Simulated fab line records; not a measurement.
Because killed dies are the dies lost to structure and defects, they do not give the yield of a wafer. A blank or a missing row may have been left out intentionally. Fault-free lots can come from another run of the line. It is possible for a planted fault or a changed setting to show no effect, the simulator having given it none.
fab line records -- flow n5Finfet
[record] lots = 13, wafers = 33, lastDay = 15
route steps=1938 shown SPACER0@258 SDB@361 DUMMY_REMOVAL@377 HKMG_FIN@389 BEOL_M4@1111
lots with no fault: from the same line, run without faults
startH: hours from the record's opening day to when the first of the lot's shown wafers began -- waitH: time in hours since the lot's previous step -- " same as the row above -- L1.1+2: several wafers, shown together as one row -- - value missing, or start not given -- * or withheld: withheld -- < > ~ a bound
route shown NAME@n: names a module that has steps shown in the file, with the first one's number in the route -- usual: average and standard deviation across the fault-free wafers -- same: alike in all rows -- chamber/n: place in a boat -- sites: readings site by site -- _std_site: their standard deviation -- _edge_site: inner sites' mean taken away from outer sites' mean -- radiusMm: how far each site lies from the wafer's centre -- mask NAME#n: copy n -- behind: the last tool/chamber to shape the wafer -- hold: the reason the lot was held/the length of the hold in hours/how it ended -- device: names the non-switching transistor (n, p or np) -- end of line: the route-end tests of the same wafers -- a step without rows: its recipe alone -- killed: count of dies lost to structure and defects at first sort (not the wafer's yield) -- map: per-die view of a wafer (x killed, . not killed, _ where there is no die)
set.NAME: the setting the step ran with; set.NAME@STEP: the setting that earlier step ran with -- model.NAME: the simulator's own value behind a step, which no gauge read
route steps across a sampled set of lots; one table per step, one row per wafer
services: from which hour (startH, from the record's first day; less than 0 if before it) a tool's chamber was out of use, for how many hours, and why
[[steps]]
[step N5_SPACER0_ALD_07]
[recipe] material = SiNx, targetThkA = 20, tempC = 400, aldPrecursorFamily = SiH2I2, aldCoReactant = N2/H2-plasma, pressureTorr = 2
[usual] heaterPowerOuterW = 521/68, heaterPowerW = 848/110
lot.wafer,tool,chamber,startH,waitH,heaterPowerOuterW,heaterPowerW
L141.1,aldSin-03,3,50.98,0.0,640,952
L141.3,aldSin-03,0,50.98,0.0,520,801
L141.5,aldSin-03,1,50.98,0.0,446,737
L142.2,aldSin-04,3,54.69,0.0,502,801
L142.5,aldSin-04,2,54.69,0.0,575,979
L142.6,aldSin-04,1,54.69,0.0,491,752
L143.3,aldSin-04,1,59.79,0.0,497,787
L143.4,aldSin-04,2,59.79,0.0,590,965
L146.1,aldSin-01,3,78.65,0.5,492,849
L146.5,aldSin-01,2,78.65,0.5,649,1065
L147.2,aldSin-01,3,82.67,0.0,482,878
L147.3,aldSin-01,2,82.67,0.0,645,1086
L147.6,aldSin-01,3,82.67,0.0,497,872
L148.1,aldSin-04,0,88.49,0.3,471,762
L148.4,aldSin-04,1,88.49,0.3,489,771
L148.5,aldSin-04,0,88.49,0.3,463,759
L149.2,aldSin-04,1,101.04,3.6,493,782
L149.4,aldSin-04,2,101.04,3.6,583,980
L151.1,aldSin-04,1,113.11,1.1,475,776
L151.2,aldSin-04,3,113.11,1.1,504,785
L151.4,aldSin-04,2,113.11,1.1,582,975
L153.4,aldSin-01,3,128.80,0.0,480,820
L153.5,aldSin-01,3,128.80,0.0,480,837
L154.1,aldSin-04,3,132.92,0.0,519,802
L154.6,aldSin-04,1,132.92,0.0,483,781
L155.4,aldSin-03,3,136.07,0.0,640,951
L155.5,aldSin-03,1,136.07,0.0,446,763
L155.6,aldSin-03,0,136.07,0.0,512,834
L156.2,aldSin-04,2,140.65,0.0,599,997
L156.6,aldSin-04,2,140.65,0.0,590,975
L158.2,aldSin-04,3,151.18,0.1,504,776
L158.5,aldSin-04,1,151.18,0.1,492,786
L158.6,aldSin-04,2,151.18,0.1,576,977
[step N5_SDB_ETCH_18]
[recipe] chemistry = N2/H2, target = SOC, targetDepthA = 1000, overetchA = 200, maskMaterial = SiARC, tempC = 40, timeS = 150, ionEnergyEv = 200, pressureMtorr = 30, sourceW = 840, biasW = 150, n2FlowSccm = 200, h2FlowSccm = 200
[usual] chamberPressureMTorr = 30.001/0.03, drypumpMotorCurrentA = 5.5/0.45, oesProductAu = 0.72/0.099, rfVppV = 524.1/1.8, showerheadPlenumPTorr = 2.55/0.074, throttleValvePct = 17.90/0.24
[same] timeS = 150
lot.wafer,tool,chamber,startH,waitH,chamberPressureMTorr,drypumpMotorCurrentA,oesProductAu,rfHoursCounterH,rfVppV,showerheadPlenumPTorr,throttleValvePct
L141.1,rieDiel-05,0,69.73,0.0,30.065,5.9,0.86,4,523.0,2.48,17.57
L141.3,rieDiel-05,3,69.73,0.0,29.920,6.1,0.66,156,523.8,2.55,18.08
L141.5,rieDiel-05,1,69.73,0.0,30.014,5.1,0.60,-,525.7,2.60,18.00
L142.2,rieDiel-05,3,72.13,0.0,30.020,6.1,0.66,157,522.9,2.55,18.09
L142.5,rieDiel-05,0,72.13,0.0,30.008,5.9,0.86,-,523.0,2.48,17.58
L142.6,rieDiel-05,3,72.13,0.0,30.040,6.1,0.66,-,523.4,2.55,18.08
L143.3,rieDiel-06,3,76.96,0.0,29.962,4.8,0.65,169,526.7,2.64,17.94
L143.4,rieDiel-06,2,76.96,0.0,30.009,4.7,0.62,215,522.5,2.50,18.01
L146.1,rieDiel-03,3,96.12,0.0,29.962,5.5,0.65,205,526.2,2.65,18.28
L146.5,rieDiel-03,2,96.12,0.0,29.952,5.8,0.89,-,525.1,2.63,17.83
L147.2,rieDiel-03,2,101.73,0.0,30.006,5.8,0.88,3,524.7,2.63,17.83
L147.3,rieDiel-03,3,101.73,0.0,30.011,5.5,0.65,207,525.9,2.65,18.29
L147.6,rieDiel-03,2,101.73,0.0,29.990,5.8,0.89,-,525.2,2.63,17.86
L148.1,rieDiel-03,1,107.83,0.0,29.992,5.9,0.62,247,522.7,2.49,18.12
L148.4,rieDiel-03,1,107.83,0.0,29.981,5.9,0.61,-,521.9,2.49,18.13
L148.5,rieDiel-03,2,107.83,0.0,30.002,5.8,0.87,-,525.1,2.62,17.85
L149.2,rieDiel-03,1,119.81,0.0,30.011,5.9,0.61,248,521.1,2.49,18.11
L149.4,rieDiel-03,3,119.81,0.0,30.021,5.5,0.64,-,527.9,2.65,18.32
L151.1,rieDiel-06,1,131.13,0.0,29.961,5.9,0.63,212,522.7,2.48,17.99
L151.2,rieDiel-06,0,131.13,0.0,29.967,5.2,0.82,15,524.1,2.61,17.59
L151.4,rieDiel-06,2,131.13,0.0,30.010,4.7,0.61,236,522.2,2.49,18.04
L153.4,rieDiel-06,2,146.43,0.0,29.980,4.7,0.60,241,521.7,2.49,18.05
L153.5,rieDiel-06,2,146.43,0.0,29.944,4.7,0.61,-,522.8,2.49,18.04
L154.1,rieDiel-06,2,150.38,0.0,29.939,4.7,0.61,243,523.0,2.49,18.06
L154.6,rieDiel-06,3,150.38,0.0,29.995,4.8,0.63,-,527.9,2.63,17.99
L155.4,rieDiel-05,3,154.03,0.0,30.019,6.1,0.64,191,523.0,2.54,18.14
L155.5,rieDiel-05,0,154.03,0.0,29.999,5.9,0.79,-,523.5,2.46,17.64
L155.6,rieDiel-05,1,154.03,0.0,29.961,5.1,0.79,-,525.1,2.59,17.61
L156.2,rieDiel-05,3,157.84,0.0,30.039,6.1,0.64,192,523.3,2.53,18.13
L156.6,rieDiel-05,0,157.84,0.0,29.959,5.9,0.79,-,521.4,2.46,17.64
L158.2,rieDiel-03,1,169.13,0.0,29.980,5.9,0.84,9,521.4,2.48,17.62
L158.5,rieDiel-03,1,169.13,0.0,29.990,5.9,0.83,-,522.8,2.48,17.63
L158.6,rieDiel-03,2,169.13,0.0,29.968,5.8,0.80,-,523.6,2.61,17.91
[step N5_SDB_STRIP_22]
[recipe] chemistry = N2/H2, powerW = 1000, tempC = 250, h2Frac = 0.65, overashFraction = 0.3, pressureMtorr = withheld, n2FlowSccm = 1750, h2FlowSccm = 3250
[usual] drypumpMotorCurrentA = 5.4/0.44, heaterPowerW = 338/21, oesProductAu = 0.715/0.0044, stripTimeToEndpointS = 96.2/0.48
lot.wafer,tool,chamber,startH,waitH,drypumpMotorCurrentA,heaterPowerW,oesProductAu,rfHoursCounterH,stripTimeToEndpointS
L141.1,plasmaAsher-02,0,69.97,0.1,4.9,325,0.705,87,95.5
L141.3,plasmaAsher-02,1,69.97,0.1,5.5,333,0.715,-,96.6
L141.5,plasmaAsher-02,1,69.97,0.1,5.5,342,0.717,-,96.1
L142.2,plasmaAsher-01,1,72.40,0.1,5.7,364,0.712,35,97.1
L142.5,plasmaAsher-01,1,72.40,0.1,5.6,374,0.713,-,95.8
L142.6,plasmaAsher-01,0,72.40,0.1,6.1,297,0.722,-,96.7
L143.3,plasmaAsher-01,0,77.24,0.1,6.1,308,0.713,-,96.4
L143.4,plasmaAsher-01,1,77.24,0.1,5.6,370,0.716,-,96.0
L146.1,plasmaAsher-02,1,96.36,0.1,5.5,347,0.714,93,96.3
L146.5,plasmaAsher-02,0,96.36,0.1,4.9,326,0.714,-,96.5
L147.2,plasmaAsher-02,1,102.21,0.3,5.5,362,0.715,94,96.3
L147.3,plasmaAsher-02,1,102.21,0.3,5.5,344,0.708,-,96.1
L147.6,plasmaAsher-02,0,102.21,0.3,4.8,328,0.716,-,96.5
L148.1,plasmaAsher-02,1,108.15,0.1,5.5,347,0.713,96,96.8
L148.4,plasmaAsher-02,0,108.15,0.1,4.8,329,0.717,-,96.7
L148.5,plasmaAsher-02,0,108.15,0.1,4.8,330,0.709,-,96.5
L149.2,plasmaAsher-01,1,120.05,0.1,5.6,367,0.719,43,96.6
L149.4,plasmaAsher-01,1,120.05,0.1,5.7,371,0.715,-,96.0
L151.1,plasmaAsher-01,0,131.37,0.1,6.1,304,0.725,44,97.2
L151.2,plasmaAsher-01,1,131.37,0.1,5.6,364,0.705,44,96.3
L151.4,plasmaAsher-01,1,131.37,0.1,5.7,371,0.709,-,96.7
L153.4,plasmaAsher-01,0,146.71,0.1,6.1,302,0.710,-,96.3
L153.5,plasmaAsher-01,0,146.71,0.1,6.1,309,0.708,-,96.2
L154.1,plasmaAsher-02,1,150.62,0.1,5.5,351,0.723,105,96.2
L154.6,plasmaAsher-02,1,150.62,0.1,5.5,342,0.714,-,96.4
L155.4,plasmaAsher-02,0,154.31,0.1,4.9,328,0.720,-,97.1
L155.5,plasmaAsher-02,1,154.31,0.1,5.5,338,0.710,-,95.8
L155.6,plasmaAsher-02,0,154.31,0.1,4.8,328,0.716,-,96.2
L156.2,plasmaAsher-02,0,158.08,0.1,4.9,331,0.717,106,96.7
L156.6,plasmaAsher-02,1,158.08,0.1,5.5,352,0.715,-,95.4
L158.2,plasmaAsher-01,1,169.48,0.1,5.6,367,0.720,52,95.1
L158.5,plasmaAsher-01,0,169.48,0.1,6.1,313,0.717,-,95.6
L158.6,plasmaAsher-01,1,169.48,0.1,5.6,364,0.710,-,95.2
[step N5_DUMMY_REMOVAL_HM_STRIP_01]
[recipe] chemistry = CH3F/O2, material = SiNx, targetDepthA = 40, stopOn = poly-Si, timeS = 6.8, overEtchFrac = 0.3, ionEnergyEv = 60, powerW = 410, biasW = 29, Ar_flow_sccm = 150, CH3F_flow_sccm = 30, O2_flow_sccm = 20
[usual] chamberPressureMTorr = 29.997/0.026, drypumpMotorCurrentA = 5.9/0.58, oesProductAu = 0.65/0.062, rfVppV = 127.4/1, showerheadPlenumPTorr = 1.99/0.068, throttleValvePct = 16.21/0.24
[same] timeS = 6.8
lot.wafer,tool,chamber,startH,waitH,chamberPressureMTorr,drypumpMotorCurrentA,oesProductAu,rfHoursCounterH,rfVppV,showerheadPlenumPTorr,throttleValvePct
L141.1,rieDiel-01,0,73.91,0.0,30.030,5.1,0.77,3,128.1,1.95,15.81
L141.3,rieDiel-01,1,73.91,0.0,29.979,6.4,0.77,9,127.5,2.06,16.40
L141.5,rieDiel-01,1,73.91,0.0,29.995,6.4,0.78,-,126.1,2.06,16.39
L142.2,rieDiel-01,1,76.25,0.2,30.050,6.3,0.78,10,126.7,2.06,16.41
L142.5,rieDiel-01,1,76.25,0.2,29.987,6.4,0.77,-,128.9,2.06,16.39
L142.6,rieDiel-01,0,76.25,0.2,29.989,5.1,0.77,-,127.8,1.95,15.83
L143.3,rieDiel-01,3,80.79,0.0,30.023,6.3,0.63,150,126.1,1.99,16.00
L143.4,rieDiel-01,2,80.79,0.0,30.017,6.8,0.65,94,126.4,1.93,15.84
L146.1,rieDiel-04,0,100.65,0.0,29.974,6.1,0.61,155,127.7,2.08,16.37
L146.5,rieDiel-04,3,100.65,0.0,29.974,6.7,0.66,-,127.8,1.92,16.00
L147.2,rieDiel-04,2,107.16,0.2,29.992,5.7,0.62,143,126.1,1.91,16.11
L147.3,rieDiel-04,0,107.16,0.2,30.041,6.1,0.61,157,129.0,2.08,16.38
L147.6,rieDiel-04,0,107.16,0.2,29.977,6.1,0.61,-,129.8,2.08,16.38
L148.1,rieDiel-04,3,113.08,0.0,29.944,6.7,0.66,110,126.7,1.92,16.01
L148.4,rieDiel-04,2,113.08,0.0,29.985,5.7,0.61,146,126.5,1.91,16.10
L148.5,rieDiel-04,0,113.08,0.0,30.004,6.1,0.61,-,129.1,2.08,16.39
L149.2,rieDiel-02,3,124.33,0.0,30.010,6.0,0.60,157,127.9,2.00,16.63
L149.4,rieDiel-02,0,124.33,0.0,29.938,5.6,0.57,-,128.4,2.05,16.63
L151.1,rieDiel-04,3,135.03,0.1,30.000,6.6,0.66,117,128.0,1.92,16.01
L151.2,rieDiel-04,2,135.03,0.1,29.947,5.7,0.61,152,125.8,1.91,16.11
L151.4,rieDiel-04,1,135.03,0.1,30.024,5.0,0.73,-,130.1,2.05,16.23
L153.4,rieDiel-02,3,150.26,0.0,29.992,6.0,0.59,167,127.6,1.99,16.64
L153.5,rieDiel-02,3,150.26,0.0,30.016,6.0,0.58,-,127.2,1.99,16.64
L154.1,rieDiel-02,0,154.55,0.0,30.003,5.6,0.57,242,128.0,2.05,16.63
L154.6,rieDiel-02,1,154.55,0.0,29.953,5.3,0.61,-,126.6,2.00,16.28
L155.4,rieDiel-02,0,157.86,0.0,30.002,5.6,0.56,-,128.7,2.05,16.66
L155.5,rieDiel-02,3,157.86,0.0,29.963,6.0,0.59,-,127.3,1.99,16.64
L155.6,rieDiel-02,2,157.86,0.0,29.973,6.2,0.73,-,128.6,2.13,16.04
L156.2,rieDiel-04,0,161.70,0.0,29.953,6.1,0.61,169,127.8,2.07,16.40
L156.6,rieDiel-04,1,161.70,0.0,29.990,5.0,0.72,-,127.7,2.05,16.26
L158.2,rieDiel-01,0,173.57,0.0,29.982,5.1,0.84,35,127.2,1.94,15.89
L158.5,rieDiel-01,2,173.57,0.0,29.995,6.8,0.63,-,125.3,1.92,15.90
L158.6,rieDiel-01,1,173.57,0.0,30.040,6.4,0.72,-,127.8,2.05,16.45
[step N5_HKMG_FIN_ALD_75]
[recipe] material = Al2O3, targetThkA = 10, tempC = 150, aldPrecursorFamily = TMA, aldCoReactant = H2O, pulseTimeS = withheld, coReactantPulseTimeS = 1
[usual] heaterPowerOuterW = 79/11, heaterPowerW = 147/14, precursorPulseHeightRel = 0.998/0.021
lot.wafer,tool,chamber,startH,waitH,heaterPowerOuterW,heaterPowerW,precursorPulseHeightRel
L141.1,aldHk-03,2,75.02,0.0,69,134,0.991
L141.3,aldHk-03,3,75.02,0.0,91,160,0.995
L141.5,aldHk-03,0,75.02,0.0,78,145,0.997
L142.2,aldHk-01,1,77.54,0.0,71,140,0.995
L142.5,aldHk-01,0,77.54,0.0,72,141,0.995
L142.6,aldHk-01,1,77.54,0.0,72,143,0.993
L143.3,aldHk-02,2,82.13,0.1,76,139,1.027
L143.4,aldHk-02,3,82.13,0.1,63,128,1.009
L146.1,aldHk-03,1,101.80,0.1,74,146,0.990
L146.5,aldHk-03,3,101.80,0.1,92,157,0.994
L147.2,aldHk-01,2,108.40,0.0,84,149,0.991
L147.3,aldHk-01,3,108.40,0.0,87,170,0.978
L147.6,aldHk-01,1,108.40,0.0,73,141,1.004
L148.1,aldHk-02,3,114.31,0.0,61,127,0.992
L148.4,aldHk-02,1,114.31,0.0,106,182,0.999
L148.5,aldHk-02,0,114.31,0.0,74,140,1.000
L149.2,aldHk-03,3,125.44,0.1,94,161,1.001
L149.4,aldHk-03,2,125.44,0.1,73,132,1.029
L151.1,aldHk-01,0,136.34,0.1,70,131,0.982
L151.2,aldHk-01,1,136.34,0.1,72,144,0.965
L151.4,aldHk-01,2,136.34,0.1,85,155,0.969
L153.4,aldHk-03,3,151.32,0.0,90,160,1.033
L153.5,aldHk-03,2,151.32,0.0,70,138,1.004
L154.1,aldHk-02,0,155.58,0.0,74,139,1.006
L154.6,aldHk-02,0,155.58,0.0,74,140,1.033
L155.4,aldHk-01,3,158.94,0.0,85,166,1.018
L155.5,aldHk-01,2,158.94,0.0,86,154,0.972
L155.6,aldHk-01,3,158.94,0.0,91,168,1.006
L156.2,aldHk-01,0,162.73,0.0,73,135,0.996
L156.6,aldHk-01,3,162.73,0.0,88,169,0.964
L158.2,aldHk-03,2,174.78,0.0,71,136,0.962
L158.5,aldHk-03,1,174.78,0.0,76,144,0.992
L158.6,aldHk-03,2,174.78,0.0,70,131,1.001
[step N5_BEOL_M4_RC_MEAS_101]
[usual] DIBL_N = 36.9/2.1, DIBL_P = 37.1/2.5, IOFF_N = 0.17/0.039, IOFF_P = 0.23/0.043, ION_N = 673/15, ION_P = 462/9.1, REXT_N = 75.2/1.6, REXT_P = 100.8/2.7, SS_N = 71.8/0.69, SS_P = 73.6/0.74, VT_N = 250/3.6, VT_P = -249.7/2.9
lot.wafer,tool,chamber,startH,waitH,DIBL_N[mV/V],DIBL_P[mV/V],IOFF_N[nA/um],IOFF_P[nA/um],ION_N[uA/um],ION_P[uA/um],REXT_N[ohm.um],REXT_P[ohm.um],SS_N[mV/dec],SS_P[mV/dec],VT_N[mV],VT_P[mV]
L142.2,prober-02,0,177.83,0.2,35.1,37.0,0.16,0.24,691,474,72.6,98.7,71.2,74.0,251,-247.6
L142.5,prober-02,0,177.83,0.2,36.0,36.9,0.15,0.23,666,459,73.5,100.2,71.7,73.6,253,-248.0
L142.6,prober-02,0,177.83,0.2,34.3,35.4,0.14,0.20,674,464,73.5,103.6,71.2,73.3,249,-248.0
L143.3,prober-02,0,181.22,0.3,40.9,43.9,0.29,0.35,703,476,74.7,98.6,72.5,75.0,241,-245.6
L143.4,prober-02,0,181.22,0.3,39.4,41.2,0.23,0.29,682,461,73.9,99.4,72.1,74.2,245,-245.4
L141.1,prober-01,0,185.58,0.0,37.9,37.0,0.18,0.19,674,447,74.1,103.2,71.8,73.2,248,-249.9
L141.3,prober-01,0,185.58,0.0,39.5,40.3,0.22,0.23,687,456,74.4,105.3,71.9,74.3,247,-250.1
L141.5,prober-01,0,185.58,0.0,37.5,36.5,0.16,0.17,664,444,73.8,103.6,72.2,73.8,253,-252.8
L146.1,prober-01,0,195.75,0.0,38.2,38.3,0.17,0.27,664,468,74.2,96.5,71.4,73.9,247,-245.9
L146.5,prober-01,0,195.75,0.0,40.7,40.6,0.23,0.31,681,468,73.8,97.7,72.2,74.6,247,-244.4
L147.2,prober-01,0,198.34,0.2,35.2,34.9,0.13,0.19,657,453,78.2,100.4,71.6,72.6,254,-252.9
L147.3,prober-01,0,198.34,0.2,38.6,38.4,0.20,0.26,673,462,76.4,99.1,71.9,73.9,250,-246.8
L147.6,prober-01,0,198.34,0.2,39.4,39.8,0.21,0.27,680,467,77.2,98.8,71.9,73.5,245,-245.6
L148.1,prober-02,0,205.37,0.0,36.1,34.1,0.13,0.19,668,461,76.4,98.1,70.6,72.6,256,-251.9
L148.4,prober-02,0,205.37,0.0,36.6,36.1,0.14,0.22,676,470,76.0,97.4,71.1,72.7,251,-249.4
L148.5,prober-02,0,205.37,0.0,36.8,36.1,0.15,0.23,654,456,77.5,98.3,71.0,73.3,252,-248.9
L149.2,prober-02,0,218.58,0.2,34.7,36.2,0.14,0.21,661,459,77.0,107.7,71.6,73.8,252,-247.3
L149.4,prober-02,0,218.58,0.2,37.2,38.4,0.19,0.25,668,466,77.1,107.4,72.7,74.6,249,-244.8
L151.1,prober-02,0,230.13,0.0,35.7,36.2,0.15,0.23,671,473,76.3,95.7,71.8,74.2,254,-250.8
L151.2,prober-02,0,230.13,0.0,33.3,32.3,0.12,0.17,657,459,76.6,96.6,70.3,73.5,255,-253.7
L151.4,prober-02,0,230.13,0.0,36.0,36.7,0.16,0.24,659,458,75.6,96.7,71.3,74.0,250,-248.8
L153.4,prober-02,0,242.76,0.5,37.6,40.2,0.22,0.29,682,468,75.2,103.7,72.4,73.5,249,-247.1
L153.5,prober-02,0,242.76,0.5,35.9,36.7,0.16,0.21,663,455,73.9,104.7,72.2,73.3,254,-252.4
L154.1,prober-01,0,250.85,0.0,36.4,37.1,0.15,0.22,675,465,76.5,99.7,72.1,73.7,253,-253.2
L154.6,prober-01,0,250.85,0.0,37.2,37.6,0.15,0.23,675,472,75.8,97.1,71.5,73.6,254,-250.4
L155.4,prober-01,0,257.96,0.5,38.0,37.7,0.16,0.23,663,456,76.3,103.7,71.7,73.1,253,-248.8
L155.5,prober-01,0,257.96,0.5,36.4,35.8,0.13,0.19,664,461,76.1,104.3,70.7,73.1,257,-252.7
L155.6,prober-01,0,257.96,0.5,38.3,39.0,0.18,0.26,683,469,75.9,103.1,71.3,74.0,250,-245.5
L156.2,prober-02,0,259.98,0.2,39.5,38.7,0.20,0.21,673,460,73.8,100.7,72.6,74.1,250,-253.2
L156.6,prober-02,0,259.98,0.2,37.3,38.4,0.16,0.21,678,463,76.1,101.6,71.5,73.8,250,-253.3
L158.2,prober-01,0,267.39,0.2,35.4,36.4,0.16,0.18,661,454,81.7,112.0,71.2,72.9,250,-252.1
L158.5,prober-01,0,267.39,0.2,35.9,36.4,0.16,0.21,673,457,75.8,105.1,71.3,73.0,250,-250.8
L158.6,prober-01,0,267.39,0.2,40.5,42.4,0.25,0.31,701,476,75.1,104.6,72.7,74.5,246,-247.9
[[services]]
tool,chamber,startH,hours,kind
rieDiel-02,1,29.51,5.5,repair
rieDiel-01,3,31.66,14.4,repair
aldHk-03,-,35.58,0.2,repair
rieDiel-01,-,38.35,2.0,repair
aldSin-01,-,39.70,2.8,pm
aldSin-04,0,39.99,2.1,repair
aldSin-01,0,48.83,4.5,repair
aldHk-02,-,56.68,8.7,pm
rieDiel-02,3,63.87,10.9,repair
rieDiel-02,3,75.88,2.6,repair
rieDiel-03,0,77.63,53.1,repair
plasmaAsher-01,-,90.85,2.3,repair
aldSin-04,0,94.13,16.4,repair
rieDiel-03,2,97.15,3.3,repair
rieDiel-06,0,100.78,9.1,repair
rieDiel-04,2,114.20,1.9,repair
rieDiel-06,-,119.48,4.4,repair
rieDiel-06,0,124.63,1.7,repair
rieDiel-04,-,131.63,0.8,repair
rieDiel-04,0,132.51,11.9,repair
rieDiel-02,1,156.55,15.9,repair
rieDiel-03,-,158.24,0.4,repair
rieDiel-01,3,165.35,3.0,repair
rieDiel-03,3,168.79,4.2,repair
[[key]]
[firstSign] step = N5_DUMMY_REMOVAL_HM_STRIP_01, reading = oesProductAu, direction = up, sigmas = 3.1, usual = 0.65, struck = 0.84
[effect] step = N5_BEOL_M4_RC_MEAS_101, reading = REXT_P, direction = up, sigmas = 4.1, usual = 100.8, struck = 112.0
[effect] step = N5_BEOL_M4_RC_MEAS_101, reading = REXT_N, direction = up, sigmas = 4, usual = 75.2, struck = 81.7
metAt N5_SPACER0_ALD_07
struckLots L158
struckWafers L158.2
sortLeftOut L158.2
notActingAt N5_SDB_ETCH_18,N5_SDB_STRIP_22,N5_HKMG_FIN_ALD_75
onsetBetween 140.65 151.18
[fault] kind = processParameterDrift, tool = aldSin-04, chamber = -, onsetH = 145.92, steps = N5_SPACER0_ALD_07, channel = targetThkA, offset = *, shape = step, endH = 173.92, scope = struckWafersOnly, actsIn = *, stated = *
// sortLeftOut: the simulated sort isn't trusted on such a fault, so these wafers' sort isn't shown, and their yield isn't known
